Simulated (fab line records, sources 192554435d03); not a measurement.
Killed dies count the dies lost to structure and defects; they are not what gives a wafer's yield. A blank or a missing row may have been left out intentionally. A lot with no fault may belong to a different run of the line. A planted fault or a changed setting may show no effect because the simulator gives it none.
Matching of chambers | flow n5Finfet | N5_BEOL_M13_DESCUM_15 on rieDiel-03: 4 sister chambers
The step chemistry O2, time 7.9 s. 4 wafers are shown with their chamber, then 10 later ones without.

## EACH WAFER AND ITS CHAMBER
wafer  | chamber | showerheadPlenumPTorr (Torr)
L080.4 | 1       | 2.18
L086.5 | 2       | 2.08
L085.2 | 3       | 2.13
L085.3 | 0       | 2.00

## WAFERS MISSING THEIR CHAMBER
wafer  | showerheadPlenumPTorr (Torr)
L085.4 | 2.08
L088.1 | 2.17
L088.3 | 2.08
L088.4 | 2.00
L092.1 | 2.17
L092.4 | 2.12
L092.6 | 2.08
L097.1 | 1.99
L097.2 | 2.07
L097.5 | 2.07

## WHICH CHAMBER EACH WENT THROUGH
wafer  | from the rows above | in truth
L085.4 | 2                   | 2
L088.1 | 1                   | 1
L088.3 | 2                   | 2
L088.4 | 0                   | 0
L092.1 | 1                   | 1
L092.4 | 3                   | 3
L092.6 | 2                   | 2
L097.1 | 0                   | 0
L097.2 | 2                   | 2
L097.5 | 2                   | 2
Placed correctly: 10 of 10. Not placeable from these rows: 0. Wrongly placed: 0.
How it was worked out, from the rows above alone: a wafer's distance from a chamber is the root of the sum, over the readings, of the square of ((its reading less the chamber's mean) divided by the reading's scatter). If the next closest chamber is less than 2 further off than the closest, the wafer can't be placed; otherwise it belongs to the closest. For every chamber, the mean is computed from those of its wafers that are shown. The scatter (one wafer shown for each chamber): square how far every hidden wafer sits from the nearest shown wafer, average those squares and take the square root.
